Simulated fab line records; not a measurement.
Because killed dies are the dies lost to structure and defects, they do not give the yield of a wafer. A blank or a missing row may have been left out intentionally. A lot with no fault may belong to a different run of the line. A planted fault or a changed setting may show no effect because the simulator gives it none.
Comparing a struck lot with a sound one | flow n5 finfet | 40 out of 1938 route steps
Sound: wafers L591.1, L591.5, L591.6. Struck: wafer L593.4. (L593.5 of the same lot was not struck and is left out.) The cause comes at the end.
Per side, at each step with rows, come the tool, then ch with its chambers, and then its first start. Under that, the readings that differ: sound wafers | struck wafers | difference of the means | sigmas: that difference in standard deviations of wafers without a fault.
alike: a reading whose means differ by less than 2 such deviations, as well as words and numbers matching on both sides. not compared: withheld readings; readings where some wafer has no value; bounds like >300 that might hide an equal value; numbers whose values overlap and for which the record gives no deviation.
The two part at a step that has a row with sigmas, a row that says differs or no value, or rows on one side only. Numbers that don't overlap but have no deviation are shown without sigmas and don't part them. A reading that every wafer of one side lacks parts them only if that side has two wafers or more.

first, 9 steps without rows for these wafers: N5_BEOL_M4_ANNEAL_95 (time 240 s); N5_BEOL_M4_SPUTTER_96 (material Cu, target thk 4.5 nm, time 8.29 s); N5_BEOL_M4_ECD_50 (material Cu, target thk 300 nm); N5_BEOL_M4_ANNEAL_51 (time 90 s); N5_BEOL_M4_CMP_52 (polishes, stops on SiOC, t overpolish 6.8 s, target thk 40 nm); N5_BEOL_M4_PRE_CLEAN_60 (time 15 s); N5_BEOL_M4_CO_CAP_55 (material Co, precursor CCTBA/H2, target thk 2 nm, time 102.1 s); N5_BEOL_M4_PRE_CLEAN_56 (time 15 s); N5_BEOL_M4_DEP_57 (deposits SiCN from 3MS/NH3, target thk 8 nm, time 14 s).
N5_BEOL_M4_RC_MEAS_101:
  sound on prober-02 ch 0, day 13 11:42; struck on prober-02 ch 0, day 13 19:13
  reading        | sound             | struck | difference | sigmas
  IOFF_P (nA/um) | 0.153 0.167 0.181 | 0.234  | +0.067     | +2
  ION_P (uA/um)  | 452 448 455       | 468    | +16        | +2
  VT_P (mV)      | -258 -260 -257    | -248   | +10        | +3
  alike: DIBL_N, DIBL_P, IOFF_N, ION_N, SS_N, SS_P, VT_N
then, 24 steps without rows for these wafers: N5_BEOL_M5_ILD_DEP_00 (deposits SiCOH lowk from DEMS/porogen, target thk 140.64 nm, time 25.9 s); N5_BEOL_M5_CURE_79 (cures SiCOH lowk, time 240 s); N5_BEOL_M5_PECVD_70 (deposits SiO2 from TEOS/O2, target thk 16 nm, time 18 s); N5_BEOL_M5_HM_DEP_02 (deposits TiN, target thk 20 nm); N5_BEOL_M5_COAT_59 (time 60 s, resist thk 60 nm); N5_BEOL_M5_COAT_60 (time 60 s, resist thk 12 nm); N5_BEOL_M5_COAT_71 (time 60 s, resist thk 5 nm); N5_BEOL_M5_COAT_05 (resist thk 30 nm); N5_BEOL_M5_EBR_07; N5_BEOL_M5_SOFTBAKE_06 (time 60 s); N5_BEOL_M5_EXPOSE_08 (exposes mask M5, target cd 28 nm); N5_BEOL_M5_PEB_09 (peb time 60 s); N5_BEOL_M5_DEVELOP_10 (develop time 30 s); N5_BEOL_M5_DESCUM_16 (chemistry O2, time 7 s); N5_BEOL_M5_ETCH_72 (etches underlayer in N2/H2, target depth 6.5 nm, time 5.2 s); N5_BEOL_M5_ETCH_61 (etches SiARC in CF4, target depth 15.6 nm, time 26 s); N5_BEOL_M5_ETCH_62 (etches SOC in N2/H2, target depth 75 nm, overetch 15 nm, time 112.5 s); N5_BEOL_M5_STRIP_63 (strips in N2/H2); N5_BEOL_M5_STRIP_73 (strips in N2/H2); N5_BEOL_M5_STRIP_64 (strips in CF4); N5_BEOL_M5_HM_OPEN_17 (chemistry Cl2/BCl3, target TiN, target depth 20 nm, overetch 6 nm); N5_BEOL_M5_STRIP_19 (strips in O2); N5_BEOL_M5_COAT_65 (time 60 s, resist thk 60 nm); N5_BEOL_M5_COAT_66 (time 60 s, resist thk 12 nm).
-- the record jumps here: 2 days lie between the struck wafers' starts before and after (it left off in module BEOL_M5 and takes up again in module BEOL_M11, whose first step shown is number 1554 of the route) --
N5_BEOL_M11_ETCH_62: etches SOC in N2/H2, target depth 110 nm, overetch 22 nm, time 165 s.
  sound on rie diel-02 ch 0,3, day 16 04:37; struck on rie diel-06 ch 2, day 16 05:01
  reading                                     | sound             | struck | difference | sigmas
  drypump motor current A (A)                 | 5.8 4.7 5.7       | 6.6    | +1.2       | +2
  model.etch.depth nm (nm)                    | 100.1 99.92 100.2 | 67.68  | -32.39     |
  model.SiARC_of_BEOL_M11_COAT_60.thk nm (nm) | 23.6 23.4 23.6    | 26.8   | +3.3       |
  model.BEOL_M11.cd offset nm (nm)            | -0.2 -0.2 -0.8    | -1     | -1         |
  alike: oes product au, rf vpp V, showerhead plenum p Torr, throttle valve pct
  not compared: rf hours counter h
N5_BEOL_M11_HM_OPEN_17: chemistry Cl2/BCl3, target TiN, target depth 20 nm, overetch 6 nm.
  sound on rie metal-01 ch 0,1, day 16 04:48; struck on rie metal-01 ch 0, day 16 05:14
  reading                          | sound             | struck | difference | sigmas
  oes product au (a.u.)            | 0.71 0.75 0.71    | 0.31   | -0.41      | -6
  throttle valve pct (%)           | 22.15 21.91 22.14 | 22.79  | +0.72      | +5
  model.BEOL_M11.cd offset nm (nm) | -0.2 -0.2 -0.8    | -1     | -1         |
  alike: drypump motor current A
  not compared: rf hours counter h
N5_BEOL_M11_CD_MEAS_18: pitch 140 nm, target cd 70 nm.
  sound on cd sem-01 at day 16 05:02; struck on cd sem-02 at day 16 05:25
  not compared: cd nm
N5_BEOL_M11_VIA_ETCH_34: etches SiCOH lowk in C4F6/O2, target depth 184.5 nm, time 69.2 s.
  sound on rie diel-06 ch 0,1,2, day 16 06:44; struck on rie diel-06 ch 0, day 16 07:16
  reading                | sound             | struck | difference | sigmas
  oes product au (a.u.)  | 0.92 0.90 0.76    | 0.34   | -0.52      | -7
  throttle valve pct (%) | 20.46 20.79 20.89 | 20.26  | -0.45      | -2
  alike: drypump motor current A, rf vpp V, showerhead plenum p Torr
  not compared: rf hours counter h
N5_BEOL_M11_OCD_MEAS_38:
  sound on ocd-02 at day 16 07:01; struck on ocd-01 at day 16 07:34
  not compared: trench depth nm
N5_PASSIVATION_PROBE_49:
  only the struck wafers here have rows in the record (prober-02, day 18 05:16); the sound ones have none

WHERE THEY PART
At N5_BEOL_M4_RC_MEAS_101 first; at N5_PASSIVATION_PROBE_49 last (within this record only).

WHY: the cause the simulator had injected
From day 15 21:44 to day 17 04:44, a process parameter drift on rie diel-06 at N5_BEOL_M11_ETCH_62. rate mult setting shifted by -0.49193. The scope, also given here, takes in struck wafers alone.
